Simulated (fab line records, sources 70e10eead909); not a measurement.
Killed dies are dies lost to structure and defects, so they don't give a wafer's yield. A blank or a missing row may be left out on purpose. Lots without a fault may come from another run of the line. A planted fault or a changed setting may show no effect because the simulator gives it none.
Chamber matching | flow nand_harc | NHARC_A_STAIRCASE_DESCUM_168 on rie_diel-01: 4 sister chambers
The step chemistry O2, time 3 s. 16 wafers are shown with their chamber, then 8 later ones without.

WAFERS WITH THEIR CHAMBER
wafer  | chamber | drypump_motor_current_A (A) | showerhead_plenum_p_Torr (Torr) | oes_product_au (a.u.)
L074.1 | 1       | 5.7                         | 1.94                            | 1.014
L074.2 | 2       | 5.7                         | 1.86                            | 0.992
L074.5 | 0       | 6.2                         | 1.84                            | 0.996
L083.2 | 3       | 5.1                         | 1.96                            | 0.975
L083.4 | 0       | 6.2                         | 1.83                            | 1.008
L083.5 | 0       | 6.2                         | 1.83                            | 1.012
L086.1 | 3       | 5.1                         | 1.96                            | 0.977
L086.2 | 0       | 6.2                         | 1.83                            | 0.998
L086.4 | 2       | 5.7                         | 1.85                            | 1.002
L087.2 | 2       | 5.7                         | 1.84                            | 0.999
L087.4 | 3       | 5.2                         | 1.95                            | 0.984
L087.6 | 1       | 5.6                         | 1.93                            | 0.996
L088.1 | 1       | 5.7                         | 1.93                            | 0.991
L088.3 | 0       | 6.2                         | 1.82                            | 1.005
L088.4 | 3       | 5.1                         | 1.95                            | 0.978
L089.3 | 0       | 6.2                         | 1.82                            | 0.995

SIGNATURES (means of the wafers above)
reading                  | chamber 0 | chamber 1 | chamber 2 | chamber 3 | scatter within a chamber
drypump_motor_current_A  | 6.200     | 5.667     | 5.700     | 5.125     | 0.0344
showerhead_plenum_p_Torr | 1.8283    | 1.9333    | 1.8500    | 1.9550    | 0.00736
oes_product_au           | 1.00233   | 1.00033   | 0.99767   | 0.97850   | 0.00728
Rule: a wafer's distance from a chamber is the root of the sum, over the readings, of the square of ((its reading less the chamber's mean) divided by the reading's scatter). The wafer belongs to the nearest chamber; if the next one is less than 2 further off, it can't be placed. The scatter: the root of (the sum of the squares of (reading less its chamber's mean) over the shown wafers, divided by (wafers less chambers)).

WAFERS WITHOUT THEIR CHAMBER
wafer  | drypump_motor_current_A (A) | showerhead_plenum_p_Torr (Torr) | oes_product_au (a.u.)
L089.4 | 5.1                         | 1.95                            | 0.974
L089.5 | 5.7                         | 1.93                            | 0.985
L094.2 | 6.2                         | 1.82                            | 0.992
L094.5 | 5.2                         | 1.95                            | 0.983
L094.6 | 5.7                         | 1.84                            | 0.997
L096.1 | 5.6                         | 1.92                            | 1.002
L096.3 | 6.2                         | 1.82                            | 0.988
L096.6 | 5.6                         | 1.84                            | 0.997

WHICH CHAMBER EACH WENT THROUGH
wafer  | from the rows above | in truth
L089.4 | 3                   | 3
L089.5 | 1                   | 1
L094.2 | 0                   | 0
L094.5 | 3                   | 3
L094.6 | 2                   | 2
L096.1 | 1                   | 1
L096.3 | 0                   | 0
L096.6 | 2                   | 2
Placed correctly: 8 of 8. Can't be placed from these rows: 0. Placed wrongly: 0.
